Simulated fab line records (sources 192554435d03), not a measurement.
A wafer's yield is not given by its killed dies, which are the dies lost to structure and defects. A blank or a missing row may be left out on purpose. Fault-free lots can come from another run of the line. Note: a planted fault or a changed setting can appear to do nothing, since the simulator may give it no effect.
Split-lot experiment -- flow n5Finfet -- 21 wafers read from 7 lots, route of 1938 steps

== SPLIT DETAILS ==
At N5_MOL_CONTACT_COAG_COAT_64 (time 60 s, resist thk 10 nm), the setting spinRpm was moved away from the recipe's 1500 rpm on 3 of the 21 wafers read, by -7.3% to +6.0%. For the rest of the wafers, this setting stayed at what the recipe calls for.

== FROM THE SPLIT TO THE READING: what the file shows between them, 3 steps ==
- N5_MOL_CONTACT_COAG_COAT_34: resist thk 40 nm
- N5_MOL_CONTACT_COAG_EBR_36
- N5_MOL_CONTACT_COAG_DESCUM_45: chemistry O2, time 7 s

== THE READING ==
etch.depthNm (the simulator's own value, which no gauge read), in nm, at N5_MOL_CONTACT_COAG_ETCH_65 (etches underlayer in N2/H2, target depth 13 nm, time 10.4 s). The file gives no usual value for it. Average 9.995 nm, standard deviation 0.031 nm, over the 18 wafers here run with the recipe.

wafer,"tool, chamber at the split","spinRpm as run, rpm",against the recipe,"etch.depthNm, nm",against lot-mates on the recipe
L075.2,"lithoTrack-04, 0",1500,recipe,9.973,-
L075.3,"lithoTrack-04, 0",1500,recipe,9.964,-
L075.6,"lithoTrack-04, 0",1457,-2.9%,10.11,+0.141
L083.1,"lithoTrack-01, 0",1500,recipe,9.955,-
L083.4,"lithoTrack-01, 0",1500,recipe,9.929,-
L083.5,"lithoTrack-01, 0",1500,recipe,9.959,-
L087.2,"lithoTrack-03, 0",1500,recipe,10.02,-
L087.3,"lithoTrack-03, 0",1500,recipe,10.01,-
L087.6,"lithoTrack-03, 0",1500,recipe,10,-
L086.3,"lithoTrack-04, 0",1500,recipe,9.994,-
L086.5,"lithoTrack-04, 0",1590,+6.0%,9.739,-0.250
L086.6,"lithoTrack-04, 0",1500,recipe,9.984,-
L091.2,"lithoTrack-04, 0",1500,recipe,10.03,-
L091.3,"lithoTrack-04, 0",1500,recipe,10.02,-
L091.5,"lithoTrack-04, 0",1500,recipe,10.04,-
L093.2,"lithoTrack-04, 0",1500,recipe,9.98,-
L093.5,"lithoTrack-04, 0",1391,-7.3%,10.36,+0.383
L093.6,"lithoTrack-04, 0",1500,recipe,9.973,-
L095.2,"lithoTrack-01, 0",1500,recipe,10.04,-
L095.3,"lithoTrack-01, 0",1500,recipe,10.02,-
L095.6,"lithoTrack-01, 0",1500,recipe,10.02,-

FIT RESULTS
A straight line over all 21 wafers: etch.depthNm changes by -0.0465 nm for each +1% of spinRpm; r = -0.96; the points scatter about the line by 0.032 nm.
The same after taking each lot's own level away (the mean of its wafers on the recipe; 21 wafers): -0.0482 nm for each +1%; r = -0.99; scatter 0.014 nm.
That fit puts the effect of the largest move of spinRpm on the reading at 0.35 nm.
Measured against the standard deviation above, the lots' own levels, which go from 9.9477 to 10.0300 nm, span 2.6 times it.
Consequently the slope shifts little with the lot-to-lot level, the two slopes agreeing.
Check: with one of the wafers moved furthest among these (-7.3%) left out of the fit, the line predicts +0.315 nm for it against its lot-mates. It came out at +0.383 nm against them.

== OTHER SPLITS ON THESE WAFERS ==
These wafers also went through other splits before the reading. Each is held against what the fit with the lots' levels taken away leaves over:
other split on the same wafers,wafers away from the commonest value,r with etch.depthNm (lot level and that fit taken away)
N5_GATE_CUT_COAT_27 spinRpm,6,-0.03
N5_GATE_CUT_EXPOSE_10 doseMj,9,+0.42
N5_MOL_CONTACT_COAG_EXPOSE_81 doseMj,9,+0.08
N5_MOL_CONTACT_COAG_ALD_131 aldCycles,7,+0.11
N5_MOL_CONTACT_COAG_ETCHBACK_135 timeS,4,+0.07

== THE FILE'S OWN FIT ==
etch.depthNm changes by -0.0485 nm for each +1% of spinRpm, r = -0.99.
